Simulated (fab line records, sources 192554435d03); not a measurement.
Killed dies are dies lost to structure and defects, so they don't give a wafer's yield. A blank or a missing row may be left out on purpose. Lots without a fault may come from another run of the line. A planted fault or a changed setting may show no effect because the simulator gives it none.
One fault seen from 2 desks | flow n5_finfet | each desk has only its own numbers; what lay behind them comes last

THE TOOL OWNER'S DESK: rie_diel-01
The tool's own readings at N5_BEOL_M0_SAQP_ETCH_49 (etches SiO2 in CF4/O2, target depth 37 nm): means of the sampled wafers that have a number, for each lot that ran on this tool. A lot is out of limits, marked OUT, if its mean lies more than 4 standard deviations from the usual mean; the brackets give that distance.
Columns: A = drypump_motor_current_A at N5_BEOL_M0_SAQP_ETCH_49, usual 5.8 A; B = mfc_ar_sccm at N5_BEOL_M0_SAQP_ETCH_49, usual 99.97 sccm; C = oes_o_777_au at N5_BEOL_M0_SAQP_ETCH_49, usual 0.80 a.u.; D = oes_product_au at N5_BEOL_M0_SAQP_ETCH_49, usual 0.80 a.u.; E = rf_vpp_V at N5_BEOL_M0_SAQP_ETCH_49, usual 238 V; F = showerhead_plenum_p_Torr at N5_BEOL_M0_SAQP_ETCH_49, usual 2.17 Torr; G = throttle_valve_pct at N5_BEOL_M0_SAQP_ETCH_49, usual 15.76 %
lot  | first seen here | A   | B      | C    | D    | E   | F    | G
L298 | day 5 19:40     | 5.9 | 100.03 | 0.75 | 0.73 | 245 | 2.17 | 15.90
L300 | day 6 19:17     | 5.8 | 99.68  | 0.85 | 0.85 | 233 | 2.15 | 15.64
L307 | day 8 03:10     | 6.1 | 99.82  | 0.76 | 0.75 | 241 | 2.18 | 15.88
L316 | day 10 07:00    | 5.9 | 100.00 | 0.76 | 0.83 | 233 | 2.12 | 15.82
This desk's finding: nothing out of limits on any of the 4 lots.

THE METROLOGY DESK
What the gauges read, lot by lot, whatever tool the lot ran on: means of the sampled wafers that have a number. A lot is out of limits, marked OUT, if its mean lies more than 4 standard deviations from the usual mean; the brackets give that distance. Of its 12 readings 7 are shown: those that lie furthest out on some lot.
Columns: A = cd_nm at N5_BEOL_M0_SAQP_CD_MEAS_40, usual 30.07 nm; B = DIBL_N at N5_BEOL_M4_RC_MEAS_101, usual 37.3 mV/V; C = DIBL_P at N5_BEOL_M4_RC_MEAS_101, usual 37.4 mV/V; D = SS_N at N5_BEOL_M4_RC_MEAS_101, usual 71.8 mV/dec; E = SS_P at N5_BEOL_M4_RC_MEAS_101, usual 73.6 mV/dec; F = VT_N at N5_BEOL_M4_RC_MEAS_101, usual 248 mV; G = VT_P at N5_BEOL_M4_RC_MEAS_101, usual -248 mV
lot  | first seen here | A     | B    | C    | D    | E    | F   | G
L298 | day 5 18:13     | 30.01 | 39.6 | 38.4 | 71.8 | 73.6 | 245 | -244
L301 | day 6 16:53     | 29.75 | 34.8 | 35.4 | 71.5 | 72.1 | 253 | -251
L300 | day 6 17:51     | 29.72 | 34.5 | 34.1 | 71.0 | 73.2 | 251 | -248
L302 | day 6 20:07     | 30.61 | 37.6 | 37.3 | 71.8 | 73.8 | 249 | -246
L305 | day 7 08:18     | 29.87 | 36.4 | 36.9 | 71.6 | 73.3 | 245 | -247
L304 | day 7 14:57     | 30.19 | 34.6 | 33.6 | 70.8 | 74.0 | 250 | -250
L307 | day 8 01:54     | 29.90 | 39.7 | 40.5 | 72.1 | 74.2 | 246 | -247
L316 | day 10 05:45    | 30.51 | 37.9 | 37.9 | 71.9 | 73.4 | 247 | -251
L320 | day 11 06:59    | 29.84 | 37.3 | 37.8 | 72.2 | 74.0 | 252 | -250
This desk's finding: nothing out of limits on any of the 9 lots.

PUT TOGETHER
The tool owner's desk saw nothing out of limits.
The metrology desk saw nothing out of limits.

WHAT THE SIMULATOR HAD PUT IN
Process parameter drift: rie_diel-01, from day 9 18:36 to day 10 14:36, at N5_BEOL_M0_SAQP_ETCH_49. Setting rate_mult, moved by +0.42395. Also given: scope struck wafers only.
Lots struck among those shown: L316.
